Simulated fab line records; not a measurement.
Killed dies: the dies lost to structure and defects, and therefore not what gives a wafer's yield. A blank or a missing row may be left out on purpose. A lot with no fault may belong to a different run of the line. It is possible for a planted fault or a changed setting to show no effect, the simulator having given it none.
Matching of chambers | flow n5 finfet | rie diel-03 running N5_PMOS_HMC_CHANNEL_EPI_STRIP_33: 4 sister chambers
The step strips in N2/H2. 4 wafers are shown with their chamber, then 9 later ones without.

WAFERS, EACH WITH ITS CHAMBER
wafer  | chamber | showerhead plenum p Torr (Torr)
L085.5 | 0       | 3.53
L091.1 | 2       | 3.22
L091.2 | 3       | 3.48
L091.6 | 1       | 3.34

WAFERS MISSING THEIR CHAMBER
wafer  | showerhead plenum p Torr (Torr)
L094.1 | 3.48
L094.2 | 3.52
L094.3 | 3.34
L095.2 | 3.52
L095.3 | 3.22
L095.5 | 3.34
L097.1 | 3.34
L097.3 | 3.52
L097.5 | 3.34

THE CHAMBER EACH PASSED THROUGH
wafer  | from the rows above | in truth
L094.1 | 3                   | 3
L094.2 | 0                   | 0
L094.3 | 1                   | 1
L095.2 | 0                   | 0
L095.3 | 2                   | 2
L095.5 | 1                   | 1
L097.1 | 1                   | 1
L097.3 | 0                   | 0
L097.5 | 1                   | 1
Placed correctly: 9 of 9. Can't be placed from these rows: 0. Placed wrongly: 0.
How it was worked out, from the rows above alone: a wafer's distance from a chamber is the root of the sum, over the readings, of the square of ((its reading less the chamber's mean) divided by the reading's scatter). The wafer belongs to the nearest chamber; if the next one is less than 2 further off, it can't be placed. Each chamber's mean is taken over the wafers shown for it. The scatter: with one shown wafer a chamber, the root of the mean of the squares of how far each hidden wafer lies from its nearest shown one.
